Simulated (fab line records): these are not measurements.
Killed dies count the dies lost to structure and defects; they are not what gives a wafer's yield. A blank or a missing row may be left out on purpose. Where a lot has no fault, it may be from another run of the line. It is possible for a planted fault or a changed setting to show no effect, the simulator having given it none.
Chamber matching / flow n5 finfet / 4 sister chambers for N5_BEOL_M3_ETCH_63 on rie diel-02
The step etches SiARC in CF4, target depth 15.6 nm, time 26 s. 4 wafers are shown with their chamber, then 8 later ones without.

## WAFERS PAIRED WITH THEIR CHAMBERS
wafer=L078.1; chamber=3; drypump motor current A (A)=5.8
wafer=L081.1; chamber=2; drypump motor current A (A)=5.2
wafer=L081.6; chamber=1; drypump motor current A (A)=5.4
wafer=L091.1; chamber=0; drypump motor current A (A)=5.9

## WAFERS WITH NO CHAMBER GIVEN
wafer=L091.5; drypump motor current A (A)=5.9
wafer=L091.6; drypump motor current A (A)=5.8
wafer=L095.1; drypump motor current A (A)=5.9
wafer=L095.4; drypump motor current A (A)=5.5
wafer=L095.6; drypump motor current A (A)=5.2
wafer=L096.2; drypump motor current A (A)=5.2
wafer=L096.4; drypump motor current A (A)=5.4
wafer=L096.6; drypump motor current A (A)=5.8

## CHAMBER TAKEN BY EACH
wafer=L091.5; from the rows above=0; in truth=0
wafer=L091.6; from the rows above=3; in truth=3
wafer=L095.1; from the rows above=0; in truth=0
wafer=L095.4; from the rows above=1; in truth=1
wafer=L095.6; from the rows above=2; in truth=2
wafer=L096.2; from the rows above=2; in truth=2
wafer=L096.4; from the rows above=1; in truth=1
wafer=L096.6; from the rows above=3; in truth=3
Correctly placed: 8 of 8. Number that these rows cannot place: 0. Wrongly placed: 0.
How it was worked out, from the rows above alone: a wafer's distance from a chamber is the root of the sum, over the readings, of the square of ((its reading less the chamber's mean) divided by the reading's scatter). The wafer belongs to the nearest chamber; if the next one is less than 2 further off, it can't be placed. A chamber's mean is the mean of its shown wafers. The scatter: root of mean squared gap, hidden wafer to nearest shown wafer, with one shown wafer a chamber.
